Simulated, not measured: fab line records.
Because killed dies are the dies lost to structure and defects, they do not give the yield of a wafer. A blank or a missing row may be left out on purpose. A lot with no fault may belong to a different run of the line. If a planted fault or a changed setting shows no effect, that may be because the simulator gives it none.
Lot-split experiment ; flow n5-finfet ; route with 1938 steps; 7 lots, 39 wafers read

== THE SPLIT ITSELF ==
At N5_GATE_CUT_ETCH_58 (etches SiNx in CH3F/O2, target depth 17 nm, time 128.6 s), the setting bias-w was moved away from the recipe's 21 W on 12 of the 39 wafers read, by -9.3% to +17.5%. For the rest of the wafers, this setting stayed at what the recipe calls for.

Reading taken at the split's own step.

== THE READING ==
rf-vpp-V, in V, at N5_GATE_CUT_ETCH_58 (etches SiNx in CH3F/O2, target depth 17 nm, time 128.6 s). A value of 99.4 V with a standard deviation of 0.93 V is what fault-free wafers of this fab line usually give.

wafer;tool, chamber at the split;bias-w as run, W;against the recipe;rf-vpp-V, V;against lot-mates on the recipe
L077.1;rie-diel-02, 2;21;recipe;101.9;-
L077.2;rie-diel-02, 3;19.04;-9.3%;93.3;-6.8
L077.3;rie-diel-02, 1;21;recipe;100.1;-
L077.4;rie-diel-02, 0;19.04;-9.3%;92.2;-7.9
L077.5;rie-diel-02, 0;19.04;-9.3%;92.7;-7.4
L077.6;rie-diel-02, 3;21;recipe;98.4;-
L081.1;rie-diel-04, 3;21;recipe;99.1;-
L081.2;rie-diel-04, 0;21;recipe;100.2;-
L081.3;rie-diel-04, 2;21;recipe;99.4;-
L081.4;rie-diel-04, 1;21;recipe;98.6;-
L081.5;rie-diel-04, 2;21;recipe;101.0;-
L081.6;rie-diel-04, 1;21;recipe;100.2;-
L083.1;rie-diel-04, 0;22.41;+6.7%;102.8;+3.8
L083.2;rie-diel-04, 3;21;recipe;97.9;-
L083.3;rie-diel-04, 1;22.41;+6.7%;104.4;+5.4
L083.4;rie-diel-04, 1;22.41;+6.7%;105.2;+6.2
L083.5;rie-diel-04, 0;21;recipe;100.9;-
L083.6;rie-diel-04, 3;21;recipe;98.1;-
L085.1;rie-diel-02, 0;24.67;+17.5%;109.8;+9.5
L085.2;rie-diel-02, 1;24.67;+17.5%;110.7;+10.4
L085.3;rie-diel-02, 2;21;recipe;100.0;-
L085.4;rie-diel-02, 3;21;recipe;100.6;-
L085.5;rie-diel-02, 1;24.67;+17.5%;111.0;+10.7
L085.6;rie-diel-02, 2;21;recipe;100.3;-
L090.1;rie-diel-02, 3;23.51;+12.0%;106.9;+7.1
L090.2;rie-diel-02, 1;21;recipe;100.8;-
L090.3;rie-diel-02, 2;21;recipe;99.7;-
L090.4;rie-diel-02, 0;21;recipe;99.0;-
L090.5;rie-diel-02, 1;23.51;+12.0%;108.5;+8.7
L090.6;rie-diel-02, 2;23.51;+12.0%;106.7;+6.9
L091.1;rie-diel-04, 0;21;recipe;99.4;-
L091.2;rie-diel-04, 1;21;recipe;99.5;-
L091.6;rie-diel-04, 0;21;recipe;99.2;-
L076.1;rie-diel-05, 2;21;recipe;99.9;-
L076.2;rie-diel-05, 1;21;recipe;99.8;-
L076.3;rie-diel-05, 3;21;recipe;97.4;-
L076.4;rie-diel-05, 2;21;recipe;98.6;-
L076.5;rie-diel-05, 3;21;recipe;98.8;-
L076.6;rie-diel-05, 1;21;recipe;98.5;-

THE FIT
A straight line over all 39 wafers: rf-vpp-V changes by +0.658 V for each +1% of bias-w; r = +0.97; the points scatter about the line by 1 V.
The same after taking each lot's own level away (the mean of its wafers on the recipe; 39 wafers): +0.648 V for each +1%; r = +0.97; scatter 1 V.
That fit puts the effect of the largest move of bias-w on the reading at 11 V.
The lots' own levels span 98.83 to 100.30 V, that is 1.6 times the standard deviation above.
Hence the lot-to-lot level has little effect on the slope; both slopes agree.
Check: +11.5 V against its lot-mates is what the line predicts for one of the wafers moved furthest among these (+17.5%) when that wafer is left out of the fit. Against them it came out at +9.5 V.
Tool readings at the split's step, against how far the setting was moved: rf-vpp-V r = +0.97.

== ADDITIONAL SPLITS CARRIED BY THESE WAFERS ==
Note: prior to the reading, these wafers also went through further splits. Each is held against what the fit with the lots' levels taken away leaves over:
other split on the same wafers;wafers away from the commonest value;r with rf-vpp-V (lot level and that fit taken away)
N5_FIN_SAQP_HM_DEP_03 target-thk-a;12;+0.10
N5_DUMMY_GATE_EXPOSE_12 dose-mj;15;+0.28
N5_DUMMY_GATE_ETCH_37 source-w;18;-0.12
N5_DUMMY_GATE_ETCH_44 target-depth-a;12;-0.10
N5_SD_EPI_N_LINER_46 target-thk-a;15;+0.10

== THE FILE'S OWN FIT ==
rf-vpp-V changes by +0.641 V for each +1% of bias-w, r = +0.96.
